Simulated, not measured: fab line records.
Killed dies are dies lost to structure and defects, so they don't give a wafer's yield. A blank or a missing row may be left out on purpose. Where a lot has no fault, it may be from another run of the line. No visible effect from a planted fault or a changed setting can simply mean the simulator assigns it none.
Matching of chambers -- flow nandHarc -- rieDiel-08 running NHARC_A_STAIRCASE_DESCUM_11: 4 sister chambers
The step chemistry O2, time 3 s. 14 wafers are shown with their chamber, then 7 later ones without.

## WAFERS WITH THEIR CHAMBER
wafer,chamber,drypumpMotorCurrentA (A),showerheadPlenumPTorr (Torr),rfVppV (V)
L077.3,3,5.2,1.88,59.3
L077.4,1,6.6,2.02,57.7
L077.5,3,5.1,1.88,56.5
L083.2,1,6.6,2.01,57.5
L083.5,2,5.8,1.79,57.1
L083.6,1,6.6,2.01,57.0
L084.1,3,5.2,1.87,57.7
L084.4,1,6.6,2.01,59.3
L084.5,2,5.8,1.79,57.3
L087.1,0,5.8,1.84,56.2
L087.3,1,6.6,2.01,58.4
L087.5,1,6.6,2.01,59.6
L089.4,2,5.8,1.79,57.7
L089.5,2,5.8,1.79,58.4

SIGNATURES (averages over the wafers above)
reading,chamber 0,chamber 1,chamber 2,chamber 3,scatter within a chamber
drypumpMotorCurrentA,5.800,6.600,5.800,5.167,0.0258
showerheadPlenumPTorr,1.8400,2.0117,1.7900,1.8767,0.00387
rfVppV,56.200,58.250,57.625,57.833,1.02
Rule: for a wafer and a chamber, the distance is found by dividing, reading by reading, the gap between the wafer's reading and the chamber's mean by the reading's scatter, squaring, summing and taking the root. The wafer belongs to the nearest chamber; if the next one is less than 2 further off, it can't be placed. The scatter is the square root of a quotient: the sum, over the shown wafers, of each reading's squared deviation from its chamber's mean, divided by wafers minus chambers.

## WAFERS WITHOUT THEIR CHAMBER
wafer,drypumpMotorCurrentA (A),showerheadPlenumPTorr (Torr),rfVppV (V)
L089.6,5.2,1.87,56.7
L093.1,5.1,1.87,59.3
L093.2,6.6,2.01,58.6
L093.3,5.7,1.84,57.3
L092.1,5.2,1.87,58.7
L092.3,5.8,1.78,57.8
L092.5,5.8,1.79,55.7

## WHICH CHAMBER EACH WENT THROUGH
wafer,from the rows above,in truth
L089.6,3,3
L093.1,3,3
L093.2,1,1
L093.3,0,0
L092.1,3,3
L092.3,2,2
L092.5,2,2
Correct placement for 7 of the 7. Not placeable from these rows: 0. Wrongly placed: 0.
